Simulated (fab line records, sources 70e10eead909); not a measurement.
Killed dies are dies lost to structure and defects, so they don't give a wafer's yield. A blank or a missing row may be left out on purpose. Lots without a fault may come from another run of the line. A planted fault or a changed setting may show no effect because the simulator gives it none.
Tool commonality check | flow nand_harc | 1 lot, 3 wafers sampled

WHY IT WAS OPENED
At NHARC_END_SORT_01 the reading killed_at_periphery is flagged on 1 of 1 lot. Wafers without a fault read 2.6, standard deviation 2.1.
Rule: a lot is flagged when every wafer of it that has a number lies more than 4 standard deviations from that mean, or none has a number. The other lots count as sound.

lot  | measured     | on        | killed_at_periphery, wafer by wafer | flag
L476 | day 24 22:54 | prober-01 | 640 647 642                         | FLAGGED
The numbers of the flagged lots are 643.0 on average: +640.4 against the usual, or +99 or more standard deviations.

WHICH TOOL RAN EACH LOT
The record holds 4 process steps before the reading, out of a route of 1159 steps. In each cell: the tool, then ch and the chambers that the sampled wafers went through, then the start.
lot  | flag    | NHARC_P_GATE_ETCH_104           | NHARC_P_GATE_HM_OPEN_105                     | NHARC_P_GATE_EXPOSE_56           | NHARC_P_GATE_DESCUM_61
L476 | FLAGGED | rie_diel-04 ch 1,2, day 8 01:09 | rie_diel-04 ch 0,2,3, day 8 14:45 or earlier | krf_scanner-04 ch 0, day 8 14:45 | rie_diel-04 ch 1,2, day 8 15:03
What these steps do:
- NHARC_P_GATE_ETCH_104: etches the open film in CF4/CHF3, target depth 60 nm.
- NHARC_P_GATE_HM_OPEN_105: chemistry O2/COS, target depth 360 nm.
- NHARC_P_GATE_EXPOSE_56: exposes mask P PSD, target cd 720 nm.
- NHARC_P_GATE_DESCUM_61: chemistry O2, time 3 s.
- NHARC_END_SORT_01

FLAGGED OVER TOTAL, TOOL BY TOOL (the gauges that took the reading come last)
step                     | tool           | lots run | flagged | share of the flagged lots | sound lots run after its first flagged lot
NHARC_P_GATE_ETCH_104    | rie_diel-04    | 1        | 1       | all                       | 0
NHARC_P_GATE_HM_OPEN_105 | rie_diel-04    | 1        | 1       | all                       | 0
NHARC_P_GATE_EXPOSE_56   | krf_scanner-04 | 1        | 1       | all                       | 0
NHARC_P_GATE_DESCUM_61   | rie_diel-04    | 1        | 1       | all                       | 0
NHARC_END_SORT_01        | prober-01      | 1        | 1       | all                       | 0
NHARC_P_GATE_HM_OPEN_105 gives no start for some lots, so the hours and the order of its lots are those of NHARC_P_GATE_EXPOSE_56.

WHAT THE TABLE ALLOWS
5 rows of the table ran every flagged lot: rie_diel-04 at NHARC_P_GATE_ETCH_104, rie_diel-04 at NHARC_P_GATE_HM_OPEN_105, krf_scanner-04 at NHARC_P_GATE_EXPOSE_56, rie_diel-04 at NHARC_P_GATE_DESCUM_61, prober-01 at NHARC_END_SORT_01.
- rie_diel-04 at NHARC_P_GATE_ETCH_104: 1 of its 1 lot flagged. It ran no sound lot before its first flagged lot in this sample, so the start can't be narrowed down.
- rie_diel-04 at NHARC_P_GATE_HM_OPEN_105: 1 of its 1 lot flagged. It ran no sound lot before its first flagged lot in this sample, so the start can't be narrowed down.
- krf_scanner-04 at NHARC_P_GATE_EXPOSE_56: 1 of its 1 lot flagged. It ran no sound lot before its first flagged lot in this sample, so the start can't be narrowed down.
- rie_diel-04 at NHARC_P_GATE_DESCUM_61: 1 of its 1 lot flagged. It ran no sound lot before its first flagged lot in this sample, so the start can't be narrowed down.
- prober-01 at NHARC_END_SORT_01: 1 of its 1 lot flagged. It ran no sound lot before its first flagged lot in this sample, so the start can't be narrowed down.
Counting lots can't tell these 3 tools apart, because each fits a fault that began at some hour. More lots, or a look at what each step does to the wafer, might.

WHAT THE SIMULATOR HAD PUT IN
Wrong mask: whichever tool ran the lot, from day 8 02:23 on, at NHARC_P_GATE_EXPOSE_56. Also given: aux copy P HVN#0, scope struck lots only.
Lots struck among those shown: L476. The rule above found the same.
